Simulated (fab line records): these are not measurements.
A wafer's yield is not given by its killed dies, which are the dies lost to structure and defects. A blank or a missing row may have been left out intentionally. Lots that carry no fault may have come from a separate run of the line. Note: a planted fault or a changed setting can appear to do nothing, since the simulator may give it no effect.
fab line records :: flow n5_finfet
record
  lots=3
  wafers=9
  last_day=16
route steps=1938 shown BEOL_M2@921 BEOL_M3@931 BEOL_M4@1111 PASSIVATION@1936
lots that met no fault: from a run of the same line without faults
start_h: hours from the record's first day to the start of the lot's first wafer shown :: wait_h: hours from the lot's prior step to this one :: " unchanged from the row above :: L1.1+2: one row covering several wafers at once :: - no value present, or no start provided :: * or withheld: withheld :: < > ~ a bound
route shown NAME@n: NAME is a module with steps in the file, n the number in the route of the first one :: usual: mean and standard deviation over wafers with no fault :: same: alike in all rows :: chamber/n: place in a boat :: sites: each site's reading :: _std_site: standard deviation across them :: _edge_site: the outer-site mean with the inner-site mean subtracted :: radius_mm: how far each site lies from the wafer's centre :: mask NAME#n: copy n :: behind: the most recent tool/chamber to have shaped the wafer :: hold: the reason the lot was held/the length of the hold in hours/how it ended :: device: which transistor (n, p or np) failed to switch :: end of line: the route-end tests of the same wafers :: for a step that has no rows: nothing shown but its recipe :: killed: not the wafer's yield, but the dies lost to structure and defects at the first sort :: map: dies across one wafer; x = killed, . = not, _ = none there
set.NAME: setting as actually run; set.NAME@STEP: the setting as run at that earlier step :: model.NAME: the simulator's own value behind a step, which no gauge read
lots seen at some steps along the route; tables by step, rows by wafer
services: a tool's chamber out of use, with start hour (start_h, from the record's first day; less than 0 if before it), hours out, and reason
## steps
# step N5_BEOL_M2_ECD_50
# recipe
  material=Cu
  target_thk_a=3000
# step N5_BEOL_M2_ANNEAL_51
# recipe
  temp_c=225
  time_s=90
  ambient=N2
# step N5_BEOL_M2_CMP_52
# recipe
  stop_on=SiOC
  t_overpolish_s=6.8
  down_force_psi=1
  platen_rpm=50
  clearing_platen_down_force_psi=1.5
  clearing_platen_rpm=50
  post_cmp_clean=cu_alkaline
  target_thk_nm=40
  clearing_platen_pad_velocity_m_s=0.99484
  pad_velocity_m_s=0.99484
# step N5_BEOL_M2_PRE_CLEAN_60
# recipe
  gas=NH3/H2
  time_s=15
  temp_c=*
  rf_power_w=300
# step N5_BEOL_M2_CO_CAP_55
# recipe
  material=Co
  target_thk_a=20
  temp_c=200
  precursor=CCTBA/H2
  pressure_torr=30
  time_s=102.1
# step N5_BEOL_M2_PRE_CLEAN_56
# recipe
  gas=NH3
  time_s=15
  temp_c=withheld
  rf_power_w=300
# step N5_BEOL_M2_DEP_57
# recipe
  material=SiCN
  target_thk_a=80
  temp_c=withheld
  precursor=3MS/NH3
  pressure_torr=3
  rf_w=202
  time_s=14
# step N5_BEOL_M3_ILD_DEP_00
# recipe
  material=SiOC
  target_thk_a=790
  temp_c=350
  precursor=DEMS/O2
  pressure_torr=5
  rf_w=500
  time_s=15.3
# step N5_BEOL_M3_PECVD_72
# recipe
  material=SiO2
  target_thk_a=160
  temp_c=400
  precursor=TEOS/O2
  pressure_torr=5.5
  rf_w=450
  teos_flow_sccm=53.8
  gas=O2
  flow_sccm=3000
  time_s=18
# usual
  heater_power_outer_w=407/64
  heater_power_w=694/110
  showerhead_plenum_p_Torr=8.77/0.032
  throttle_valve_pct=22.0/1.2
lot.wafer: L464.1
tool: pecvd-03
chamber: 1
start_h: 178.42
wait_h: 0.0
heater_power_outer_w: 322
heater_power_w: 530
showerhead_plenum_p_Torr: 8.75
throttle_valve_pct: 22.1
model.SiO2_of_BEOL_M3_PECVD_72.thk_nm: 15.6

lot.wafer: L464.3
tool: pecvd-03
chamber: 2
start_h: 178.42
wait_h: 0.0
heater_power_outer_w: 344
heater_power_w: 569
showerhead_plenum_p_Torr: 8.83
throttle_valve_pct: 21.2
model.SiO2_of_BEOL_M3_PECVD_72.thk_nm: 16

lot.wafer: L464.6
tool: pecvd-03
chamber: 0
start_h: 178.42
wait_h: 0.0
heater_power_outer_w: 455
heater_power_w: 783
showerhead_plenum_p_Torr: 8.74
throttle_valve_pct: 23.7
model.SiO2_of_BEOL_M3_PECVD_72.thk_nm: 16

lot.wafer: L477.1
tool: pecvd-03
chamber: 1
start_h: 250.43
wait_h: 0.0
heater_power_outer_w: 287
heater_power_w: 462
showerhead_plenum_p_Torr: 8.77
throttle_valve_pct: 21.9
model.SiO2_of_BEOL_M3_PECVD_72.thk_nm: 11

lot.wafer: L477.2
tool: pecvd-03
chamber: 2
start_h: 250.43
wait_h: 0.0
heater_power_outer_w: 331
heater_power_w: 557
showerhead_plenum_p_Torr: 8.82
throttle_valve_pct: 20.9
model.SiO2_of_BEOL_M3_PECVD_72.thk_nm: 16

lot.wafer: L477.5
tool: pecvd-03
chamber: 2
start_h: 250.43
wait_h: 0.0
heater_power_outer_w: 337
heater_power_w: 546
showerhead_plenum_p_Torr: 8.83
throttle_valve_pct: 20.9
model.SiO2_of_BEOL_M3_PECVD_72.thk_nm: 11

lot.wafer: L479.1
tool: pecvd-04
chamber: 1
start_h: 262.44
wait_h: 0.0
heater_power_outer_w: 387
heater_power_w: 702
showerhead_plenum_p_Torr: 8.75
throttle_valve_pct: 21.8
model.SiO2_of_BEOL_M3_PECVD_72.thk_nm: 15.6

lot.wafer: L479.2
tool: pecvd-04
chamber: 0
start_h: 262.44
wait_h: 0.0
heater_power_outer_w: 398
heater_power_w: 761
showerhead_plenum_p_Torr: 8.78
throttle_valve_pct: 23.7
model.SiO2_of_BEOL_M3_PECVD_72.thk_nm: 15.8

lot.wafer: L479.5
tool: pecvd-04
chamber: 2
start_h: 262.44
wait_h: 0.0
heater_power_outer_w: 388
heater_power_w: 632
showerhead_plenum_p_Torr: 8.74
throttle_valve_pct: 20.6
model.SiO2_of_BEOL_M3_PECVD_72.thk_nm: 16
# step N5_BEOL_M3_HM_DEP_02
# recipe
  material=TiN
  target_thk_a=200
  temp_c=25
  chamber_pressure_pa=0.49996
# step N5_BEOL_M3_COAT_61
# recipe
  resist=SOC
  temp_c=250
  time_s=60
  spin_rpm=1500
  resist_thk_nm=60
# step N5_BEOL_M3_COAT_62
# recipe
  resist=SiARC
  temp_c=220
  time_s=60
  spin_rpm=1500
  resist_thk_nm=12
# step N5_BEOL_M3_COAT_73
# recipe
  resist=underlayer
  temp_c=205
  time_s=60
  spin_rpm=1500
  resist_thk_nm=5
# step N5_BEOL_M3_COAT_05
# recipe
  resist=CAR-EUV
  spin_rpm=1500
  resist_thk_nm=30
# step N5_BEOL_M3_EBR_07
# recipe
  solvent=PGMEA
  ebr_width_mm=1.5
# step N5_BEOL_M3_SOFTBAKE_06
# recipe
  temp_c=110
  time_s=60
  resist=CAR-EUV
# step N5_BEOL_M3_EXPOSE_08
# recipe
  mask_id=M3
  na=0.33
  source_shape=dipole
  sigma_inner=0.369
  sigma_outer=0.767
  polarization=unpolarized
  dose_mj=33
# step N5_BEOL_M3_PEB_09
# recipe
  peb_temp_c=100
  peb_time_s=60
  resist=CAR-EUV
# step N5_BEOL_M3_DEVELOP_10
# recipe
  develop_time_s=30
  developer=TMAH
  resist=CAR-EUV
  rinse_liquid=surfactant_rinse
  dry=air_spin
  dev_temp_c=23
# step N5_BEOL_M3_DESCUM_16
# recipe
  chemistry=O2
  time_s=7
  source_power_w=50
  bias_power_w=20
  pressure_mtorr=20
  rf_frequency_hz=2.712e+07
  temp_c=40
  resist=CAR-EUV
  o2_flow_sccm=225
# step N5_BEOL_M3_ETCH_74
# recipe
  chemistry=N2/H2
  target=underlayer
  target_depth_a=65
  mask_material=CAR-EUV
  time_s=5.2
  ion_energy_ev=200
  pressure_mtorr=30
  source_w=840
  bias_w=150
  n2_flow_sccm=200
  h2_flow_sccm=200
  ends=cleared
# step N5_BEOL_M3_ETCH_63
# recipe
  chemistry=CF4
  target=SiARC
  target_depth_a=156
  mask_material=CAR-EUV
  time_s=26
  ion_energy_ev=80
  pressure_mtorr=40
  source_w=545
  bias_w=36
  Ar_flow_sccm=100
  cf4_flow_sccm=100
  ends=cleared
# step N5_BEOL_M3_ETCH_64
# recipe
  chemistry=N2/H2
  target=SOC
  target_depth_a=750
  overetch_a=150
  mask_material=SiARC
  temp_c=40
  time_s=112.5
  ion_energy_ev=200
  pressure_mtorr=30
  source_w=840
  bias_w=150
  n2_flow_sccm=200
  h2_flow_sccm=200
# step N5_BEOL_M3_STRIP_65
# recipe
  chemistry=N2/H2
  temp_c=40
  n2_flow_sccm=200
  h2_flow_sccm=200
  rf_frequency_hz=6e+07
# step N5_BEOL_M3_STRIP_75
# recipe
  chemistry=N2/H2
  temp_c=40
  n2_flow_sccm=200
  h2_flow_sccm=200
  rf_frequency_hz=6e+07
# step N5_BEOL_M3_STRIP_66
# recipe
  chemistry=CF4
  resist=SiARC
  power_w=300
  bias_power_w=75
  pressure_mtorr=50
  cf4_flow_sccm=150
  rf_frequency_hz=6e+07
# step N5_BEOL_M3_HM_OPEN_17
# recipe
  chemistry=Cl2/BCl3
  target_depth_a=200
  overetch_a=60
  target=TiN
  mask_material=SOC
  ion_energy_ev=150
  pressure_mtorr=10
  icp_w=1000
  bias_w=126
  Cl2_flow_sccm=53.25
  bcl3_flow_sccm=21.75
  Ar_flow_sccm=25
# step N5_BEOL_M3_STRIP_19
# recipe
  chemistry=O2
  power_w=400
  temp_c=40
  pressure_mtorr=30
  rf_frequency_hz=6e+07
  bias_power_w=0
  overash_fraction=0.2
  o2_flow_sccm=225
# step N5_BEOL_M3_COAT_67
# recipe
  resist=SOC
  temp_c=250
  time_s=60
  spin_rpm=1500
  resist_thk_nm=60
# step N5_BEOL_M3_COAT_68
# recipe
  resist=SiARC
  temp_c=220
  time_s=60
  spin_rpm=1500
  resist_thk_nm=12
# step N5_BEOL_M3_COAT_76
# recipe
  resist=underlayer
  temp_c=205
  time_s=60
  spin_rpm=1500
  resist_thk_nm=5
# step N5_BEOL_M3_COAT_22
# recipe
  resist=CAR-EUV
  spin_rpm=1500
  resist_thk_nm=30
# step N5_BEOL_M3_EBR_24
# recipe
  solvent=PGMEA
  ebr_width_mm=1.5
# step N5_BEOL_M3_SOFTBAKE_23
# recipe
  temp_c=110
  time_s=60
  resist=CAR-EUV
# step N5_BEOL_M3_HM_STRIP_39
# recipe
  chemistry=peroxide_tin_strip
  material=TiN
  target_depth_a=250
  temp_c=50
  time_s=158
# usual
  bath_guard_temp_C=49.9/0.54
lot.wafer: L464.1
tool: wet_bench-06
chamber: 7
start_h: 184.85
wait_h: 0.0
bath_guard_temp_C: 49.3
model.SiO2_of_BEOL_M3_PECVD_72.thk_nm: 15.6

lot.wafer: L464.3
tool: wet_bench-06
chamber: 3
start_h: 184.85
wait_h: 0.0
bath_guard_temp_C: 49.7
model.SiO2_of_BEOL_M3_PECVD_72.thk_nm: 15.8

lot.wafer: L464.6
tool: wet_bench-06
chamber: 0
start_h: 184.85
wait_h: 0.0
bath_guard_temp_C: 49.6
model.SiO2_of_BEOL_M3_PECVD_72.thk_nm: 15.8

lot.wafer: L477.1
tool: wet_bench-04
chamber: 2
start_h: 255.42
wait_h: 0.0
bath_guard_temp_C: 49.8
model.SiO2_of_BEOL_M3_PECVD_72.thk_nm: 10.8

lot.wafer: L477.2
tool: wet_bench-04
chamber: 0
start_h: 255.42
wait_h: 0.0
bath_guard_temp_C: 49.0
model.SiO2_of_BEOL_M3_PECVD_72.thk_nm: 15.8

lot.wafer: L477.5
tool: wet_bench-04
chamber: 3
start_h: 255.42
wait_h: 0.0
bath_guard_temp_C: 49.7
model.SiO2_of_BEOL_M3_PECVD_72.thk_nm: 11

lot.wafer: L479.1
tool: wet_bench-04
chamber: 4
start_h: 268.17
wait_h: 0.0
bath_guard_temp_C: 50.4
model.SiO2_of_BEOL_M3_PECVD_72.thk_nm: 15.4

lot.wafer: L479.2
tool: wet_bench-04
chamber: 6
start_h: 268.17
wait_h: 0.0
bath_guard_temp_C: 50.5
model.SiO2_of_BEOL_M3_PECVD_72.thk_nm: 15.6

lot.wafer: L479.5
tool: wet_bench-04
chamber: 2
start_h: 268.17
wait_h: 0.0
bath_guard_temp_C: 49.9
model.SiO2_of_BEOL_M3_PECVD_72.thk_nm: 15.8
# step N5_BEOL_M3_CMP_52
# recipe
  stop_on=SiOC
  t_overpolish_s=6.8
  down_force_psi=1
  platen_rpm=50
  clearing_platen_down_force_psi=1.5
  clearing_platen_rpm=50
  post_cmp_clean=cu_alkaline
  target_thk_nm=40
  clearing_platen_pad_velocity_m_s=0.99484
  pad_velocity_m_s=0.99484
# usual
  barrier_field_endpoint_s=24.6/0.64
  motor_current_A=6.1/0.62
lot.wafer: L464.1
tool: cmp-04
chamber: 0
start_h: 189.49
wait_h: 0.3
barrier_field_endpoint_s: 23.9
motor_current_A: 6.6

lot.wafer: L464.3
tool: cmp-04
chamber: 3
start_h: 189.49
wait_h: 0.3
barrier_field_endpoint_s: 24.9
motor_current_A: 6.2

lot.wafer: L464.6
tool: cmp-04
chamber: 0
start_h: 189.49
wait_h: 0.3
barrier_field_endpoint_s: 24.5
motor_current_A: 7.0

lot.wafer: L477.2
tool: cmp-04
chamber: 2
start_h: 258.75
wait_h: 0.2
barrier_field_endpoint_s: 25.6
motor_current_A: 5.1

lot.wafer: L477.1
tool: cmp-04
chamber: 1
start_h: 258.75
wait_h: 0.2
barrier_field_endpoint_s: 19.0
motor_current_A: 5.5

lot.wafer: L477.5
tool: cmp-04
chamber: 2
start_h: 258.75
wait_h: 0.2
barrier_field_endpoint_s: 19.1
motor_current_A: 5.1

lot.wafer: L479.1
tool: cmp-04
chamber: 2
start_h: 271.69
wait_h: 0.3
barrier_field_endpoint_s: 24.3
motor_current_A: 5.1

lot.wafer: L479.2
tool: cmp-04
chamber: 3
start_h: 271.69
wait_h: 0.3
barrier_field_endpoint_s: 24.2
motor_current_A: 5.7

lot.wafer: L479.5
tool: cmp-04
chamber: 1
start_h: 271.69
wait_h: 0.3
barrier_field_endpoint_s: 25.1
motor_current_A: 5.9
# step N5_BEOL_M4_RC_MEAS_101
# usual
  DIBL_N=35.7/1.5
  DIBL_P=35.7/2
  IOFF_N=0.155/0.026
  IOFF_P=0.20/0.031
  ION_N=675/11
  ION_P=462/7.1
  SS_N=71.3/0.57
  SS_P=73.1/0.56
  VT_N=250/3
  VT_P=-251/3
lot.wafer: L464.1
tool: prober-02
chamber: 0
start_h: 198.90
wait_h: 0.0
DIBL_N[mV/V]: 35.3
DIBL_P[mV/V]: 33.2
IOFF_N[nA/um]: 0.147
IOFF_P[nA/um]: 0.18
ION_N[uA/um]: 670
ION_P[uA/um]: 456
SS_N[mV/dec]: 71.3
SS_P[mV/dec]: 72.1
VT_N[mV]: 249
VT_P[mV]: -253

lot.wafer: L464.3
tool: prober-02
chamber: 0
start_h: 198.90
wait_h: 0.0
DIBL_N[mV/V]: 35.9
DIBL_P[mV/V]: 33.9
IOFF_N[nA/um]: 0.149
IOFF_P[nA/um]: 0.19
ION_N[uA/um]: 681
ION_P[uA/um]: 467
SS_N[mV/dec]: 71.2
SS_P[mV/dec]: 73.2
VT_N[mV]: 251
VT_P[mV]: -251

lot.wafer: L464.6
tool: prober-02
chamber: 0
start_h: 198.90
wait_h: 0.0
DIBL_N[mV/V]: 36.7
DIBL_P[mV/V]: 34.5
IOFF_N[nA/um]: 0.176
IOFF_P[nA/um]: 0.21
ION_N[uA/um]: 701
ION_P[uA/um]: 469
SS_N[mV/dec]: 72.0
SS_P[mV/dec]: 72.5
VT_N[mV]: 245
VT_P[mV]: -247

lot.wafer: L477.1
tool: prober-01
chamber: 0
start_h: 267.55
wait_h: 0.0
DIBL_N[mV/V]: 35.5
DIBL_P[mV/V]: 36.5
IOFF_N[nA/um]: 0.166
IOFF_P[nA/um]: 0.21
ION_N[uA/um]: 687
ION_P[uA/um]: 470
SS_N[mV/dec]: 71.1
SS_P[mV/dec]: 73.8
VT_N[mV]: 247
VT_P[mV]: -251

lot.wafer: L477.2
tool: prober-01
chamber: 0
start_h: 267.55
wait_h: 0.0
DIBL_N[mV/V]: 35.3
DIBL_P[mV/V]: 35.9
IOFF_N[nA/um]: 0.150
IOFF_P[nA/um]: 0.20
ION_N[uA/um]: 666
ION_P[uA/um]: 460
SS_N[mV/dec]: 71.5
SS_P[mV/dec]: 72.9
VT_N[mV]: 248
VT_P[mV]: -250

lot.wafer: L477.5
tool: prober-01
chamber: 0
start_h: 267.55
wait_h: 0.0
DIBL_N[mV/V]: 35.6
DIBL_P[mV/V]: 37.2
IOFF_N[nA/um]: 0.169
IOFF_P[nA/um]: 0.22
ION_N[uA/um]: 693
ION_P[uA/um]: 479
SS_N[mV/dec]: 70.9
SS_P[mV/dec]: 72.7
VT_N[mV]: 243
VT_P[mV]: -249

lot.wafer: L479.1
tool: prober-01
chamber: 0
start_h: 286.03
wait_h: 0.0
DIBL_N[mV/V]: 35.8
DIBL_P[mV/V]: 33.9
IOFF_N[nA/um]: 0.141
IOFF_P[nA/um]: 0.20
ION_N[uA/um]: 677
ION_P[uA/um]: 461
SS_N[mV/dec]: 71.3
SS_P[mV/dec]: 72.9
VT_N[mV]: 253
VT_P[mV]: -251

lot.wafer: L479.2
tool: prober-01
chamber: 0
start_h: 286.03
wait_h: 0.0
DIBL_N[mV/V]: 35.6
DIBL_P[mV/V]: 34.8
IOFF_N[nA/um]: 0.132
IOFF_P[nA/um]: 0.22
ION_N[uA/um]: 675
ION_P[uA/um]: 476
SS_N[mV/dec]: 71.3
SS_P[mV/dec]: 73.2
VT_N[mV]: 254
VT_P[mV]: -248

lot.wafer: L479.5
tool: prober-01
chamber: 0
start_h: 286.03
wait_h: 0.0
DIBL_N[mV/V]: 35.4
DIBL_P[mV/V]: 34.5
IOFF_N[nA/um]: 0.130
IOFF_P[nA/um]: 0.21
ION_N[uA/um]: 662
ION_P[uA/um]: 460
SS_N[mV/dec]: 71.1
SS_P[mV/dec]: 73.0
VT_N[mV]: 254
VT_P[mV]: -248
# step N5_PASSIVATION_PROBE_49
# usual
  defect_limited_yield=91.4/1.5
  killed_at_M0_to_M3=34/10
  killed_at_M4_up=15/6
  killed_at_contacts=12/6
  killed_at_front_end=37/11
  killed_at_other=3.3/2.8
  killed_dies=101/18
  killed_on_rim=14/4.4
  killed_open=66/14
  killed_short=33/7.8
  sort_bin_5_function=5.0/0.97
  sort_bin_6_memory=3.2/0.72
  sort_n_pass=1079/18
  sort_yield_pct=91.4/1.5
# same
  gross_dies=1180
  killed_at_back_side=0
  sort_bin_4_leakage[%]=0
  sort_bin_8_speed[%]=0
lot.wafer: L479.1
tool: prober-02
chamber: -
start_h: 385.86
wait_h: 0.0
defect_limited_yield[%]: 91.0
killed_at_M0_to_M3: 30
killed_at_M4_up: 5
killed_at_contacts: 16
killed_at_front_end: 50
killed_at_other: 5
killed_dies: 106
killed_on_rim: 9
killed_open: 66
killed_short: 38
sort_bin_5_function[%]: 5.0
sort_bin_6_memory[%]: 3.3
sort_n_pass: 1074
sort_yield_pct[%]: 91.0

lot.wafer: L479.2
tool: prober-02
chamber: -
start_h: 385.91
wait_h: 0.1
defect_limited_yield[%]: 91.6
killed_at_M0_to_M3: 35
killed_at_M4_up: 12
killed_at_contacts: 14
killed_at_front_end: 35
killed_at_other: 3
killed_dies: 99
killed_on_rim: 15
killed_open: 67
killed_short: 31
sort_bin_5_function[%]: 4.3
sort_bin_6_memory[%]: 3.8
sort_n_pass: 1081
sort_yield_pct[%]: 91.6

lot.wafer: L479.5
tool: prober-02
chamber: -
start_h: 386.06
wait_h: 0.2
defect_limited_yield[%]: 91.5
killed_at_M0_to_M3: 28
killed_at_M4_up: 10
killed_at_contacts: 9
killed_at_front_end: 43
killed_at_other: 10
killed_dies: 100
killed_on_rim: 13
killed_open: 60
killed_short: 36
sort_bin_5_function[%]: 5.1
sort_bin_6_memory[%]: 2.9
sort_n_pass: 1080
sort_yield_pct[%]: 91.5

lot.wafer: L477.1
tool: prober-02
chamber: -
start_h: 387.64
wait_h: 0.0
defect_limited_yield[%]: 90.1
killed_at_M0_to_M3: 31
killed_at_M4_up: 21
killed_at_contacts: 19
killed_at_front_end: 44
killed_at_other: 2
killed_dies: 117
killed_on_rim: 13
killed_open: 86
killed_short: 28
sort_bin_5_function[%]: 5.5
sort_bin_6_memory[%]: 4.2
sort_n_pass: 1063
sort_yield_pct[%]: 90.1

lot.wafer: L477.2
tool: prober-02
chamber: -
start_h: 387.69
wait_h: 0.1
defect_limited_yield[%]: 91.9
killed_at_M0_to_M3: 18
killed_at_M4_up: 18
killed_at_contacts: 10
killed_at_front_end: 46
killed_at_other: 4
killed_dies: 96
killed_on_rim: 14
killed_open: 60
killed_short: 35
sort_bin_5_function[%]: 3.7
sort_bin_6_memory[%]: 4.2
sort_n_pass: 1084
sort_yield_pct[%]: 91.9

lot.wafer: L477.5
tool: prober-02
chamber: -
start_h: 387.84
wait_h: 0.2
defect_limited_yield[%]: 92.2
killed_at_M0_to_M3: 13
killed_at_M4_up: 19
killed_at_contacts: 12
killed_at_front_end: 46
killed_at_other: 2
killed_dies: 92
killed_on_rim: 14
killed_open: 66
killed_short: 23
sort_bin_5_function[%]: 5.2
sort_bin_6_memory[%]: 2.5
sort_n_pass: 1088
sort_yield_pct[%]: 92.2
# killed by level:class
L479.1 FIN_SAQP:geometric_particle:open=14 MOL_CONTACT_COAG:geometric_particle:open=13 BEOL_M0_SAQP:geometric_particle:short=8 BEOL_M3:geometric_particle:open=7 BEOL_M0_SAQP:geometric_particle:open=6 FIN_SAQP:geometric_particle:short=5 STI_FIN_REVEAL:geometric_particle:open=5 GATE_CUT:geometric_particle:short=5
L479.2 FIN_SAQP:geometric_particle:open=11 MOL_CONTACT_COAG:geometric_particle:open=11 BEOL_M0_SAQP:geometric_particle:short=10 BEOL_M3:geometric_particle:open=9 GATE_CUT:geometric_particle:short=8 BEOL_M4:geometric_particle:open=8 DUMMY_GATE:geometric_particle:open=6 BEOL_M0_SAQP:geometric_particle:open=6
L479.5 BEOL_M0_SAQP:geometric_particle:short=11 BEOL_M0_SAQP:geometric_particle:open=8 FIN_SAQP:geometric_particle:open=7 STI_FIN_REVEAL:geometric_particle:open=7 MOL_CONTACT_COAG:geometric_particle:open=6 BEOL_M3:geometric_particle:open=6 DUMMY_GATE:geometric_particle:open=5 BEOL_M4:geometric_particle:open=4
L477.1 STI_FIN_REVEAL:geometric_particle:open=21 MOL_CONTACT_COAG:geometric_particle:open=16 BEOL_M4:geometric_particle:open=13 BEOL_M2:geometric_particle:open=10 BEOL_M3:geometric_particle:open=6 FIN_SAQP:geometric_particle:short=5 BEOL_M0_SAQP:geometric_particle:open=5 STI_FIN_REVEAL:geometric_particle:short=4
L477.2 STI_FIN_REVEAL:geometric_particle:open=17 MOL_CONTACT_COAG:geometric_particle:open=7 FIN_SAQP:geometric_particle:open=5 FIN_SAQP:geometric_particle:short=5 BEOL_M0_SAQP:geometric_particle:open=5 BEOL_M0_SAQP:geometric_particle:short=5 BEOL_M4:geometric_particle:open=5 BEOL_M6:geometric_particle:open=4
L477.5 FIN_SAQP:geometric_particle:open=16 MOL_CONTACT_COAG:geometric_particle:open=11 BEOL_M4:geometric_particle:open=9 STI_FIN_REVEAL:geometric_particle:open=8 BEOL_M0_SAQP:geometric_particle:short=5 STARTING-WAFER:geometric_particle:open=5 BEOL_M1:geometric_particle:open=4 BEOL_M4:geometric_particle:short=4
## services
tool: cmp-04
chamber: -
start_h: 158.51
hours: 4.0
kind: pm

tool: cmp-04
chamber: -
start_h: 162.51
hours: -
kind: consumable_replace:conditioner

tool: cmp-04
chamber: -
start_h: 162.51
hours: -
kind: consumable_replace:pad

tool: cmp-04
chamber: -
start_h: 162.88
hours: 7.6
kind: repair

tool: pecvd-04
chamber: 2
start_h: 165.21
hours: 5.5
kind: scheduled_down

tool: pecvd-04
chamber: 1
start_h: 178.00
hours: 2.1
kind: scheduled_down

tool: pecvd-04
chamber: 2
start_h: 180.13
hours: 2.1
kind: scheduled_down

tool: pecvd-03
chamber: 2
start_h: 209.24
hours: 13.2
kind: repair

tool: pecvd-04
chamber: 0
start_h: 214.44
hours: 25.6
kind: repair

tool: cmp-04
chamber: -
start_h: 236.65
hours: 5.7
kind: pm

tool: pecvd-04
chamber: 2
start_h: 242.61
hours: 6.9
kind: repair

tool: pecvd-03
chamber: 1
start_h: 260.12
hours: 40.9
kind: repair
## key
first_sign
  step=N5_BEOL_M3_CMP_52
  reading=barrier_field_endpoint_s
  direction=down
  sigmas=8.7
  usual=24.6
  struck=19.1
effect none on later readings
model_effect
  step=N5_BEOL_M3_PECVD_72
  value=SiO2_of_BEOL_M3_PECVD_72.thk_nm
  without=16.3
  struck=11
model_effect
  step=N5_BEOL_M3_HM_STRIP_39
  value=SiO2_of_BEOL_M3_PECVD_72.thk_nm
  without=16.2
  struck=10.9
met_at N5_BEOL_M3_PECVD_72
struck_wafers L477.1,L477.5
onset_between 178.42 250.43
fault
  kind=process_parameter_drift
  tool=pecvd-03
  chamber=-
  onset_h=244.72
  steps=N5_BEOL_M3_PECVD_72
  channel=time_s
  offset=*
  shape=step
  end_h=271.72
  scope=struck_wafers_only
  acts_in=*
  stated=*
